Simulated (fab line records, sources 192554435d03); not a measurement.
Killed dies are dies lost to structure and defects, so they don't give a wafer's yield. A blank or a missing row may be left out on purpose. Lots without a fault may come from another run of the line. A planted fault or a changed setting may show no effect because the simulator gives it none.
Chamber matching | flow n5_finfet | N5_GATE_CUT_CMP_43 on cmp-04: 4 sister chambers
The step polishes SiO2. 16 wafers are shown with their chamber, then 8 later ones without.

WAFERS WITH THEIR CHAMBER
wafer  | chamber | motor_current_A (A)
L083.2 | 2       | 11.6
L083.4 | 1       | 13.7
L083.5 | 3       | 12.4
L082.1 | 2       | 11.4
L082.4 | 0       | 12.4
L082.6 | 2       | 11.8
L089.1 | 0       | 12.9
L089.3 | 2       | 12.6
L089.5 | 0       | 12.2
L091.1 | 2       | 11.5
L091.5 | 3       | 12.2
L091.6 | 2       | 11.7
L093.1 | 1       | 13.6
L093.3 | 3       | 11.7
L093.5 | 1       | 13.4
L093.2 | 2       | 12.5

SIGNATURES (means of the wafers above)
reading         | chamber 0 | chamber 1 | chamber 2 | chamber 3 | scatter within a chamber
motor_current_A | 12.500    | 13.567    | 11.871    | 12.100    | 0.404
Rule: a wafer's distance from a chamber is the root of the sum, over the readings, of the square of ((its reading less the chamber's mean) divided by the reading's scatter). The wafer belongs to the nearest chamber; if the next one is less than 2 further off, it can't be placed. The scatter: the root of (the sum of the squares of (reading less its chamber's mean) over the shown wafers, divided by (wafers less chambers)).

WAFERS WITHOUT THEIR CHAMBER
wafer  | motor_current_A (A)
L093.4 | 11.5
L093.6 | 11.5
L094.1 | 11.9
L094.2 | 12.6
L094.5 | 12.1
L095.1 | 12.5
L095.2 | 12.2
L095.4 | 13.1

WHICH CHAMBER EACH WENT THROUGH
wafer  | from the rows above               | in truth
L093.4 | can't be placed: 2 or 3 or 0      | 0
L093.6 | can't be placed: 2 or 3 or 0      | 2
L094.1 | can't be placed: 2 or 3 or 0      | 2
L094.2 | can't be placed: 0 or 3 or 2      | 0
L094.5 | can't be placed: 3 or 2 or 0      | 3
L095.1 | can't be placed: 0 or 3 or 2      | 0
L095.2 | can't be placed: 3 or 0 or 2      | 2
L095.4 | can't be placed: 1 or 0 or 3 or 2 | 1
Placed correctly: 0 of 8. Can't be placed from these rows: 8 (the true chamber is among the candidates in 8). Placed wrongly: 0.
